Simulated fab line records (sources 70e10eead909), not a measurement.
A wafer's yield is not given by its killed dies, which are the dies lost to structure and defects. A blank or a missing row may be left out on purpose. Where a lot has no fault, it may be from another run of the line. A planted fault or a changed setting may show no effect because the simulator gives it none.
Chamber matching | flow nand_harc | 4 sister chambers for NHARC_A_CHANNEL_HOLE_D2_ETCH_38 on rie_diel-02
The step etches the open film in CF4, target depth 39 nm, time 65 s. 4 wafers are shown with their chamber, then 10 later ones without.

EACH WAFER AND ITS CHAMBER
wafer  | chamber | drypump_motor_current_A (A)
L087.4 | 0       | 5.8
L088.6 | 2       | 5.8
L090.1 | 3       | 5.0
L090.4 | 1       | 5.3

WAFERS WITHOUT THEIR CHAMBER
wafer  | drypump_motor_current_A (A)
L090.6 | 5.0
L092.3 | 5.7
L092.4 | 5.4
L092.5 | 5.8
L094.2 | 5.8
L094.3 | 5.8
L094.5 | 4.9
L097.3 | 5.4
L097.5 | 5.8
L097.6 | 4.9

EACH ONE'S CHAMBER
wafer  | from the rows above     | in truth
L090.6 | 3                       | 3
L092.3 | can't be placed: 0 or 2 | 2
L092.4 | 1                       | 1
L092.5 | can't be placed: 0 or 2 | 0
L094.2 | can't be placed: 0 or 2 | 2
L094.3 | can't be placed: 0 or 2 | 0
L094.5 | 3                       | 3
L097.3 | 1                       | 1
L097.5 | can't be placed: 0 or 2 | 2
L097.6 | 3                       | 3
Placed correctly: 5 of 10. From these rows, 5 cannot be placed; in 5 the true chamber is one of the candidates. Wrongly placed: 0.
How it was worked out, from the rows above alone: a wafer's distance from a chamber is the root of the sum, over the readings, of the square of ((its reading less the chamber's mean) divided by the reading's scatter). The wafer belongs to the nearest chamber; if the next one is less than 2 further off, it can't be placed. For every chamber, the mean is computed from those of its wafers that are shown. The scatter: with one shown wafer a chamber, the root of the mean of the squares of how far each hidden wafer lies from its nearest shown one.
